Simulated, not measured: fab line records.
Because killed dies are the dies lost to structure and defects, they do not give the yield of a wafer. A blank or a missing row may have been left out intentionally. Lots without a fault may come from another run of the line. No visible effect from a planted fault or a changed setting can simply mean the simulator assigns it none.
fab line records + flow n5Finfet
record
- lots=14
- wafers=42
- lastDay=18
route steps=1938 shown BEOL_M7@1263
lots untouched by any fault: they come from a run of this same line in which no faults occurred
startH: hours from the record's opening day to when the first of the lot's shown wafers began + waitH: hours from the lot's prior step to this one + " as in the row above + L1.1+2: several wafers, shown together as one row + - no value, or no start was given + * or withheld: withheld + < > ~ a bound
route shown NAME@n: a module of which the file shows steps, and the number in the route of the first + usual: the fault-free wafers' mean and standard deviation + same: alike in all rows + chamber/n: place in a boat + sites: readings site by site + _std_site: the standard deviation of these + _edge_site: outer sites' mean less inner sites' + radiusMm: how far each site lies from the wafer's centre + mask NAME#n: copy n + behind: the tool/chamber that last shaped the wafer + hold: cause of the lot's hold/its duration in hours/its outcome + device: the n, p or np transistor that did not switch + end of line: at the end of the route, the tests of the same wafers + for a step that has no rows: nothing shown but its recipe + killed: not the wafer's yield, but the dies lost to structure and defects at the first sort + map: a wafer's dies, x killed, . not, _ none there
set.NAME: the setting as run; set.NAME@STEP: as run at that earlier step + model.NAME: the simulator's own value behind a step, which no gauge read
one table for each step of the route and one row for each wafer, over a sample of lots
services: when a tool's chamber went out of use (startH, in hours from the record's first day, below 0 if earlier), for how many hours, and the reason
## steps
# step N5_BEOL_M7_ILD_DEP_00
# recipe
- material=SiCOH_lowk
- targetThkA=1797.5
- tempC=300
- precursor=DEMS/porogen
- pressureTorr=5
- rfW=500
- timeS=33.4
# usual
- heaterPowerW=324/30
- showerheadPlenumPTorr=5.740/0.017
- throttleValvePct=14.1/1.4
| lot.wafer | tool     | chamber | startH | waitH | heaterPowerW | showerheadPlenumPTorr | throttleValvePct |
|-----------|----------|---------|--------|-------|--------------|-----------------------|------------------|
| L543.2    | pecvd-04 | 1       | 192.95 | 0.0   | 282          | 5.742                 | 14.2             |
| L543.3    | "        | 1       | "      | "     | 294          | 5.734                 | 14.1             |
| L543.5    | "        | 2       | "      | "     | 357          | 5.727                 | 12.7             |
| L544.1    | pecvd-04 | 1       | 199.29 | 0.1   | 310          | 5.727                 | 14.0             |
| L544.5    | "        | 2       | "      | "     | 313          | 5.711                 | 12.9             |
| L544.6    | "        | 1       | "      | "     | 321          | 5.739                 | 14.2             |
| L546.2    | pecvd-01 | 0       | 205.35 | 0.0   | 341          | 5.758                 | 14.6             |
| L546.5    | "        | 0       | "      | "     | 348          | 5.772                 | 14.5             |
| L546.6    | "        | 1       | "      | "     | 307          | 5.732                 | 13.0             |
| L547.3    | pecvd-02 | 1       | 215.08 | 0.0   | 348          | 5.754                 | 13.6             |
| L547.5    | "        | 1       | "      | "     | 359          | 5.757                 | 14.2             |
| L547.6    | "        | 0       | "      | "     | 358          | 5.725                 | 15.1             |
| L548.2    | pecvd-04 | 2       | 223.91 | 0.0   | 352          | 5.725                 | 13.1             |
| L548.5    | "        | 2       | "      | "     | 352          | 5.715                 | 12.8             |
| L548.6    | "        | 1       | "      | "     | 322          | 5.735                 | 13.9             |
| L550.1    | pecvd-01 | 1       | 239.85 | 0.0   | 317          | 5.740                 | 13.1             |
| L550.4    | "        | 2       | "      | "     | 302          | 5.734                 | 11.7             |
| L550.6    | "        | 1       | "      | "     | 330          | 5.738                 | 13.3             |
| L549.2    | pecvd-04 | 0       | 241.11 | 0.0   | 340          | 5.720                 | 17.4             |
| L549.3    | "        | 2       | "      | "     | 353          | 5.717                 | 12.8             |
| L549.6    | "        | 0       | "      | "     | 338          | 5.741                 | 17.2             |
| L551.1    | pecvd-04 | 2       | 245.32 | 0.0   | 314          | 5.701                 | 12.7             |
| L551.2    | "        | 0       | "      | "     | 288          | 5.737                 | 17.0             |
| L551.5    | "        | 1       | "      | "     | 311          | 5.746                 | 14.1             |
| L552.2    | pecvd-02 | 1       | 249.54 | 0.0   | 321          | 5.765                 | 14.0             |
| L552.5    | "        | 0       | "      | "     | 313          | 5.711                 | 15.4             |
| L552.6    | "        | 1       | "      | "     | 319          | 5.760                 | 13.6             |
| L554.2    | pecvd-04 | 0       | 261.79 | 0.0   | 336          | 5.731                 | 17.4             |
| L554.3    | "        | 1       | "      | "     | 285          | 5.735                 | 13.9             |
| L554.5    | "        | 2       | "      | "     | 296          | 5.711                 | 12.8             |
| L555.1    | pecvd-04 | 2       | 269.33 | 0.0   | 363          | 5.711                 | 13.1             |
| L555.5    | "        | 0       | "      | "     | 338          | 5.741                 | 17.3             |
| L555.6    | "        | 1       | "      | "     | 328          | 5.731                 | 14.0             |
| L562.1    | pecvd-04 | 1       | 340.03 | 0.0   | 308          | 5.736                 | 14.0             |
| L562.4    | "        | 1       | "      | "     | 309          | 5.748                 | 13.9             |
| L562.5    | "        | 0       | "      | "     | 316          | 5.738                 | 17.3             |
| L565.2    | pecvd-04 | 2       | 343.40 | 0.0   | 357          | 5.734                 | 13.2             |
| L565.3    | "        | 1       | "      | "     | 337          | 5.746                 | 14.3             |
| L565.6    | "        | 0       | "      | "     | 281          | 5.734                 | 17.3             |
| L566.1    | pecvd-02 | 1       | 364.93 | 0.0   | 334          | 5.741                 | 13.9             |
| L566.5    | "        | 2       | "      | "     | 332          | 5.750                 | 14.3             |
| L566.6    | "        | 1       | "      | "     | 338          | 5.767                 | 14.2             |
# step N5_BEOL_M7_THK_MEAS_01
# recipe
- reads=SiCOH_lowk_of_BEOL_M7_ILD_DEP_00
# usual
- M7_ILD_THK=155.1/2.1
| lot.wafer | tool         | chamber | startH | waitH | M7_ILD_THK[nm] |
|-----------|--------------|---------|--------|-------|----------------|
| L543.2    | filmMetro-02 | -       | 193.55 | 0.4   | 155.9          |
| L543.3    | "            | -       | "      | "     | 157.4          |
| L543.5    | "            | -       | "      | "     | 157.0          |
| L544.1    | filmMetro-02 | -       | 199.89 | 0.4   | 155.4          |
| L544.5    | "            | -       | "      | "     | 154.6          |
| L544.6    | "            | -       | "      | "     | 156.2          |
| L546.2    | filmMetro-01 | -       | 205.95 | 0.4   | 151.2          |
| L546.5    | "            | -       | "      | "     | 154.4          |
| L546.6    | "            | -       | "      | "     | 152.9          |
| L547.3    | filmMetro-02 | -       | 215.66 | 0.3   | 152.4          |
| L547.5    | "            | -       | "      | "     | 155.6          |
| L547.6    | "            | -       | "      | "     | 157.0          |
| L548.2    | filmMetro-01 | -       | 224.50 | 0.4   | 152.6          |
| L548.5    | "            | -       | "      | "     | 155.8          |
| L548.6    | "            | -       | "      | "     | 157.3          |
| L550.1    | filmMetro-01 | -       | 240.43 | 0.4   | 151.3          |
| L550.4    | "            | -       | "      | "     | 152.8          |
| L550.6    | "            | -       | "      | "     | 154.6          |
| L549.2    | filmMetro-01 | -       | 242.17 | 0.7   | 154.1          |
| L549.3    | "            | -       | "      | "     | 154.5          |
| L549.6    | "            | -       | "      | "     | 159.1          |
| L551.1    | filmMetro-01 | -       | 247.33 | 1.6   | 155.4          |
| L551.2    | "            | -       | "      | "     | 157.1          |
| L551.5    | "            | -       | "      | "     | 159.2          |
| L552.2    | filmMetro-02 | -       | 251.55 | 1.3   | 151.9          |
| L552.5    | "            | -       | "      | "     | 156.7          |
| L552.6    | "            | -       | "      | "     | 152.7          |
| L554.2    | filmMetro-02 | -       | 263.80 | 1.3   | 156.3          |
| L554.3    | "            | -       | "      | "     | 156.6          |
| L554.5    | "            | -       | "      | "     | 159.9          |
| L555.1    | filmMetro-01 | -       | 270.30 | 0.4   | 155.1          |
| L555.5    | "            | -       | "      | "     | 157.8          |
| L555.6    | "            | -       | "      | "     | 155.3          |
| L562.1    | filmMetro-02 | -       | 340.61 | 0.4   | 155.5          |
| L562.4    | "            | -       | "      | "     | 156.4          |
| L562.5    | "            | -       | "      | "     | 157.0          |
| L565.2    | filmMetro-01 | -       | 343.98 | 0.4   | 154.0          |
| L565.3    | "            | -       | "      | "     | 152.1          |
| L565.6    | "            | -       | "      | "     | 157.3          |
| L566.1    | filmMetro-02 | -       | 365.77 | 0.4   | 153.0          |
| L566.5    | "            | -       | "      | "     | 156.0          |
| L566.6    | "            | -       | "      | "     | 156.6          |
# step N5_BEOL_M7_PEB_09
# recipe
- pebTempC=withheld
- pebTimeS=60
- resist=CAR-ArF
# usual
- chillPlateTempC=23.01/0.1
- exhaustPa=44.9/0.94
| lot.wafer | tool          | chamber | startH | waitH | chillPlateTempC | exhaustPa |
|-----------|---------------|---------|--------|-------|-----------------|-----------|
| L543.2    | lithoTrack-04 | 0       | 196.58 | 0.0   | 23.07           | 44.4      |
| L543.3    | "             | 0       | "      | "     | 22.98           | 44.7      |
| L543.5    | "             | 0       | "      | "     | 23.11           | 43.9      |
| L544.1    | lithoTrack-02 | 0       | 200.65 | 0.1   | 22.83           | 45.0      |
| L544.5    | "             | 0       | "      | "     | 22.92           | 45.5      |
| L544.6    | "             | 0       | "      | "     | 22.77           | 45.9      |
| L546.2    | lithoTrack-04 | 0       | 207.78 | 0.0   | 22.98           | 44.2      |
| L546.5    | "             | 0       | "      | "     | 22.97           | 43.9      |
| L546.6    | "             | 0       | "      | "     | 23.02           | 45.0      |
| L547.3    | lithoTrack-02 | 0       | 217.23 | 0.0   | 22.92           | 44.1      |
| L547.5    | "             | 0       | "      | "     | 23.17           | 43.8      |
| L547.6    | "             | 0       | "      | "     | 23.11           | 44.0      |
| L548.2    | lithoTrack-01 | 0       | 228.70 | 0.0   | 23.00           | 45.9      |
| L548.5    | "             | 0       | "      | "     | 22.99           | 45.4      |
| L548.6    | "             | 0       | "      | "     | 23.04           | 45.1      |
| L550.1    | lithoTrack-04 | 0       | 242.49 | 0.1   | 22.92           | 45.3      |
| L550.4    | "             | 0       | "      | "     | 23.00           | 43.9      |
| L550.6    | "             | 0       | "      | "     | 22.95           | 43.5      |
| L549.2    | lithoTrack-02 | 0       | 243.12 | 0.0   | 22.97           | 45.2      |
| L549.3    | "             | 0       | "      | "     | 22.93           | 44.2      |
| L549.6    | "             | 0       | "      | "     | 23.01           | 45.2      |
| L551.1    | lithoTrack-04 | 0       | 248.43 | 0.1   | 23.03           | 45.7      |
| L551.2    | "             | 0       | "      | "     | 22.86           | 44.9      |
| L551.5    | "             | 0       | "      | "     | 22.95           | 44.2      |
| L552.2    | lithoTrack-02 | 0       | 252.35 | 0.0   | 22.91           | 44.1      |
| L552.5    | "             | 0       | "      | "     | 23.10           | 44.8      |
| L552.6    | "             | 0       | "      | "     | 23.25           | 45.2      |
| L554.2    | lithoTrack-02 | 0       | 266.73 | 0.0   | 23.03           | 45.7      |
| L554.3    | "             | 0       | "      | "     | 22.94           | 45.6      |
| L554.5    | "             | 0       | "      | "     | 23.01           | 44.4      |
| L555.1    | lithoTrack-01 | 0       | 272.37 | 0.1   | 22.79           | 44.4      |
| L555.5    | "             | 0       | "      | "     | 22.99           | 43.3      |
| L555.6    | "             | 0       | "      | "     | 22.88           | 44.3      |
| L562.1    | lithoTrack-02 | -       | 342.14 | 0.1   | -               | -         |
| L562.4    | "             | -       | "      | "     | -               | -         |
| L562.5    | "             | -       | "      | "     | -               | -         |
| L565.2    | lithoTrack-01 | -       | 346.25 | 0.0   | -               | -         |
| L565.3    | "             | -       | "      | "     | -               | -         |
| L565.6    | "             | -       | "      | "     | -               | -         |
| L566.1    | lithoTrack-02 | 0       | 366.71 | 0.1   | 22.98           | 44.8      |
| L566.5    | "             | 0       | "      | "     | 23.00           | 44.1      |
| L566.6    | "             | 0       | "      | "     | 22.98           | 45.4      |
# step N5_BEOL_M7_STRIP_67
# recipe
- chemistry=CF4
- resist=SiARC
- powerW=300
- biasPowerW=75
- pressureMtorr=50
- cf4FlowSccm=150
- rfFrequencyHz=6e+07
# usual
- drypumpMotorCurrentA=5.5/0.36
- oesProductAu=0.78/0.084
- rfVppV=271.3/1.4
- showerheadPlenumPTorr=1.81/0.042
- throttleValvePct=13.64/0.27
| lot.wafer | tool       | chamber | startH | waitH | drypumpMotorCurrentA | oesProductAu | rfHoursCounterH | rfVppV | showerheadPlenumPTorr | throttleValvePct |
|-----------|------------|---------|--------|-------|----------------------|--------------|-----------------|--------|-----------------------|------------------|
| L543.2    | rieDiel-03 | 3       | 196.98 | 0.0   | 5.6                  | 0.75         | 164             | 272.3  | 1.86                  | 13.96            |
| L543.3    | "          | 1       | "      | "     | 5.1                  | 0.76         | 156             | 270.9  | 1.81                  | 13.68            |
| L543.5    | "          | 1       | "      | "     | 5.1                  | 0.76         | -               | 272.8  | 1.81                  | 13.68            |
| L544.1    | rieDiel-05 | 0       | 201.74 | 0.0   | 5.8                  | 0.72         | 196             | 272.7  | 1.86                  | 13.82            |
| L544.5    | "          | 2       | "      | "     | 5.2                  | 0.73         | -               | 269.3  | 1.78                  | 13.51            |
| L544.6    | "          | 3       | "      | "     | 5.8                  | 0.75         | -               | 271.2  | 1.79                  | 13.71            |
| L546.2    | rieDiel-03 | 1       | 208.17 | 0.0   | 5.1                  | 0.75         | 161             | 271.1  | 1.81                  | 13.69            |
| L546.5    | "          | 0       | "      | "     | 5.5                  | 0.85         | -               | 271.4  | 1.75                  | 13.51            |
| L546.6    | "          | 1       | "      | "     | 5.1                  | 0.75         | -               | 269.8  | 1.80                  | 13.71            |
| L547.3    | rieDiel-03 | 3       | 217.62 | 0.0   | 5.6                  | 0.74         | 171             | 271.9  | 1.86                  | 13.97            |
| L547.5    | "          | 2       | "      | "     | 5.1                  | 0.96         | -               | 273.3  | 1.84                  | 13.14            |
| L547.6    | "          | 1       | "      | "     | 5.1                  | 0.75         | -               | 271.4  | 1.80                  | 13.70            |
| L548.2    | rieDiel-05 | 3       | 229.18 | 0.0   | 5.8                  | 0.75         | 176             | 270.6  | 1.78                  | 13.73            |
| L548.5    | "          | 1       | "      | "     | 5.6                  | 0.71         | -               | 271.0  | 1.78                  | 13.76            |
| L548.6    | "          | 2       | "      | "     | 5.3                  | 0.72         | -               | 271.4  | 1.77                  | 13.51            |
| L550.1    | rieDiel-03 | 2       | 242.88 | 0.0   | 5.1                  | 0.93         | 11              | 271.9  | 1.84                  | 13.16            |
| L550.4    | "          | 3       | "      | "     | 5.6                  | 0.74         | -               | 272.2  | 1.86                  | 13.96            |
| L550.6    | "          | 0       | "      | "     | 5.5                  | 0.83         | -               | 268.9  | 1.75                  | 13.52            |
| L549.2    | rieDiel-03 | 0       | 243.51 | 0.0   | 5.4                  | 0.84         | 75              | 269.1  | 1.75                  | 13.52            |
| L549.3    | "          | 1       | "      | "     | 5.1                  | 0.74         | 169             | 271.7  | 1.80                  | 13.72            |
| L549.6    | "          | 1       | "      | "     | 5.1                  | 0.74         | -               | 272.3  | 1.80                  | 13.71            |
| L551.1    | rieDiel-03 | 1       | 248.82 | 0.0   | 5.1                  | 0.74         | 171             | 270.6  | 1.80                  | 13.72            |
| L551.2    | "          | 0       | "      | "     | 5.5                  | 0.83         | 77              | 270.9  | 1.75                  | 13.52            |
| L551.5    | "          | 0       | "      | "     | 5.4                  | 0.83         | -               | 271.0  | 1.75                  | 13.51            |
| L552.2    | rieDiel-03 | 2       | 252.74 | 0.0   | 5.1                  | 0.92         | 14              | 269.8  | 1.84                  | 13.18            |
| L552.5    | "          | 0       | "      | "     | 5.4                  | 0.84         | -               | 271.0  | 1.75                  | 13.54            |
| L552.6    | "          | 1       | "      | "     | 5.1                  | 0.74         | -               | 271.3  | 1.80                  | 13.70            |
| L554.2    | rieDiel-03 | 0       | 267.12 | 0.0   | 5.4                  | 0.83         | 83              | 270.5  | 1.75                  | 13.54            |
| L554.3    | "          | 1       | "      | "     | 5.1                  | 0.74         | 176             | 271.5  | 1.80                  | 13.72            |
| L554.5    | "          | 2       | "      | "     | 5.1                  | 0.92         | -               | 271.0  | 1.84                  | 13.18            |
| L555.1    | rieDiel-03 | 3       | 273.13 | 0.0   | 5.6                  | 0.73         | 186             | 272.8  | 1.85                  | 13.99            |
| L555.5    | "          | 1       | "      | "     | 5.1                  | 0.74         | -               | 270.0  | 1.80                  | 13.73            |
| L555.6    | "          | 2       | "      | "     | 5.1                  | 0.92         | -               | 272.3  | 1.84                  | 13.19            |
| L562.1    | rieDiel-05 | 1       | 342.53 | 0.0   | 5.6                  | 0.70         | 231             | 270.0  | 1.77                  | 13.81            |
| L562.4    | "          | 3       | "      | "     | 5.8                  | 0.71         | 212             | 269.6  | 1.77                  | 13.81            |
| L562.5    | "          | 2       | "      | "     | 5.2                  | 0.69         | -               | 268.9  | 1.76                  | 13.63            |
| L565.2    | rieDiel-05 | 0       | 347.17 | 0.0   | 5.8                  | 0.69         | 239             | 271.7  | 1.84                  | 13.90            |
| L565.3    | "          | 3       | "      | "     | 5.8                  | 0.72         | 213             | 269.9  | 1.77                  | 13.81            |
| L565.6    | "          | 0       | "      | "     | 5.8                  | 0.69         | -               | 272.5  | 1.84                  | 13.92            |
| L566.1    | rieDiel-05 | 2       | 367.13 | 0.0   | 5.3                  | 0.69         | 234             | 270.3  | 1.76                  | 13.62            |
| L566.5    | "          | 3       | "      | "     | 5.8                  | 0.72         | -               | 271.4  | 1.77                  | 13.82            |
| L566.6    | "          | 2       | "      | "     | 5.3                  | 0.69         | -               | 271.6  | 1.76                  | 13.63            |
## services
| tool          | chamber | startH | hours | kind                         |
|---------------|---------|--------|-------|------------------------------|
| pecvd-02      | 1       | 176.31 | 5.5   | scheduledDown                |
| lithoTrack-02 | -       | 180.38 | -     | consumableReplace:filter     |
| pecvd-04      | 0       | 185.10 | 15.7  | repair                       |
| rieDiel-03    | 2       | 186.93 | -     | clean                        |
| rieDiel-03    | 2       | 186.93 | -     | consumableReplace:focusRing  |
| rieDiel-03    | 2       | 186.93 | 16.4  | scheduledDown                |
| rieDiel-03    | 2       | 186.93 | 16.4  | ventCycle                    |
| pecvd-02      | -       | 193.63 | 1.1   | repair                       |
| rieDiel-03    | 1       | 194.09 | 2.4   | repair                       |
| pecvd-01      | 2       | 202.38 | -     | clean                        |
| pecvd-01      | 2       | 202.38 | -     | consumableReplace:showerhead |
| pecvd-01      | 2       | 202.38 | 29.0  | scheduledDown                |
| pecvd-04      | 2       | 216.12 | -     | calibration                  |
| pecvd-02      | 2       | 227.03 | 2.5   | repair                       |
| pecvd-04      | -       | 229.60 | 7.4   | repair                       |
| rieDiel-03    | 1       | 238.76 | 4.5   | repair                       |
| pecvd-01      | 0       | 272.18 | 70.1  | repair                       |
| pecvd-04      | -       | 319.34 | 11.9  | repair                       |
| lithoTrack-02 | -       | 319.96 | -     | consumableReplace:filter     |
| pecvd-02      | 0       | 322.80 | -     | clean                        |
| pecvd-02      | 0       | 322.80 | 29.5  | scheduledDown                |
| pecvd-02      | 0       | 322.80 | 29.5  | ventCycle                    |
| pecvd-02      | -       | 326.81 | 1.8   | repair                       |
| rieDiel-05    | 1       | 366.16 | 8.4   | repair                       |
## key
firstSign
- step=N5_BEOL_M7_PEB_09
- reading=toolRecord
- direction=missing
effect none on later readings
metAt N5_BEOL_M7_PEB_09
struckLots L562,L565
laterRowsLeftOut L562.1,L562.4,L562.5,L565.2,L565.3,L565.6
sortLeftOut L562.1,L562.4,L562.5,L565.2,L565.3,L565.6
notActingAt N5_BEOL_M7_ILD_DEP_00,N5_BEOL_M7_THK_MEAS_01,N5_BEOL_M7_STRIP_67
onsetBetween 272.37 342.14
fault
- kind=skippedStepWhole
- tool=lithoTrack-01,lithoTrack-02
- chamber=-
- onsetH=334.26
- steps=N5_BEOL_M7_PEB_09
- scope=struckLotsOnly
# sortLeftOut: the simulated sort isn't trusted on such a fault, so these wafers' sort isn't shown, and their yield isn't known
# laterRowsLeftOut: the simulator's readings of these wafers behind a module that went badly wrong aren't trusted and aren't shown, but for the sort
